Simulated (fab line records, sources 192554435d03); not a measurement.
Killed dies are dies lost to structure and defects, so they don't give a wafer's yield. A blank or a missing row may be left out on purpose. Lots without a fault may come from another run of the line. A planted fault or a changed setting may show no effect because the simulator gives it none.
Split-lot experiment | flow n5_finfet | 7 lots, 21 wafers read, on a route of 1938 steps

THE SPLIT
At N5_BEOL_M7_PECVD_70 (deposits SiO2 from TEOS/O2, target thk 20 nm, time 22.7 s), the setting temp_c was moved away from the recipe's 400 C on 10 of the 21 wafers read, by -4.1% to +4.2%. The other wafers ran this setting at the recipe's value.

The reading is taken at the split's own step.

THE READING
SiO2_of_BEOL_M7_PECVD_70.thk_nm (the simulator's own value, which no gauge read), in nm, at N5_BEOL_M7_PECVD_70 (deposits SiO2 from TEOS/O2, target thk 20 nm, time 22.7 s). The file gives no usual value for it. The 11 wafers here that ran the recipe average 19.9 nm, standard deviation 0.29 nm.

wafer  | tool, chamber at the split | temp_c as run, C | against the recipe | SiO2_of_BEOL_M7_PECVD_70.thk_nm, nm | against lot-mates on the recipe
L077.3 | pecvd-01, 1                | 411.2            | +2.8%              | 18.8                                | -1.6
L077.4 | pecvd-01, 0                | 400              | recipe             | 20.6                                | -
L077.5 | pecvd-01, 1                | 400              | recipe             | 20.2                                | -
L078.2 | pecvd-03, 2                | 407.8            | +2.0%              | 18.8                                | no lot-mate on the recipe
L078.5 | pecvd-03, 1                | 407.8            | +2.0%              | 19                                  | no lot-mate on the recipe
L078.6 | pecvd-03, 2                | 407.8            | +2.0%              | 19.2                                | no lot-mate on the recipe
L082.1 | pecvd-01, 2                | 400              | recipe             | 19.6                                | -
L082.2 | pecvd-01, 0                | 392              | -2.0%              | 20.6                                | +0.9
L082.5 | pecvd-01, 1                | 400              | recipe             | 19.8                                | -
L090.1 | pecvd-01, 1,2              | 400              | recipe             | 19.6                                | -
L090.3 | pecvd-01, 1,2              | 400              | recipe             | 19.6                                | -
L090.6 | pecvd-01, 1                | 383.7            | -4.1%              | 22                                  | +2.4
L091.1 | pecvd-03, 1,2              | 416.6            | +4.2%              | 17.8                                | -2.0
L091.4 | pecvd-03, 1,2              | 416.6            | +4.2%              | 17.8                                | -2.0
L091.3 | pecvd-03, 2                | 400              | recipe             | 19.8                                | -
L095.1 | pecvd-03, 0                | 407.4            | +1.8%              | 18.6                                | -1.4
L095.3 | pecvd-03, 2                | 400              | recipe             | 20                                  | -
L095.5 | pecvd-03, 1                | 407.4            | +1.8%              | 19                                  | -1.0
L097.1 | pecvd-01, 1,2              | 400              | recipe             | 19.8                                | -
L097.2 | pecvd-01, 1,2              | 400              | recipe             | 19.8                                | -
L097.4 | pecvd-01, 1                | 400              | recipe             | 20                                  | -
Where a row lists several chambers, the file gives one row for several wafers and doesn't say which wafer went through which chamber.

THE FIT
A straight line over all 21 wafers: SiO2_of_BEOL_M7_PECVD_70.thk_nm changes by -0.487 nm for each +1% of temp_c; r = -0.96; the points scatter about the line by 0.26 nm.
The same after taking each lot's own level away (the mean of its wafers on the recipe; 18 wafers): -0.532 nm for each +1%; r = -0.99; scatter 0.17 nm.
On that fit, the largest move of temp_c shifts the reading by 2.2 nm.
The lots' own levels span 19.60 to 20.40 nm, that is 2.8 times the standard deviation above.
So the lot-to-lot level changes the slope little: the two slopes agree.
Check: with one of the wafers moved furthest among these (+4.2%) left out of the fit, the line predicts -2.28 nm for it against its lot-mates. It came out at -2 nm against them.

OTHER SPLITS ON THESE WAFERS
These wafers also went through other splits before the reading. Each is held against what the fit with the lots' levels taken away leaves over:
other split on the same wafers | wafers away from the commonest value | r with SiO2_of_BEOL_M7_PECVD_70.thk_nm (lot level and that fit taken away)
N5_BEOL_M6_EXPOSE_25 dose_mj   | 4                                    | +0.22

THE FILE'S OWN FIT
SiO2_of_BEOL_M7_PECVD_70.thk_nm changes by -0.541 nm for each +1% of temp_c, r = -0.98.
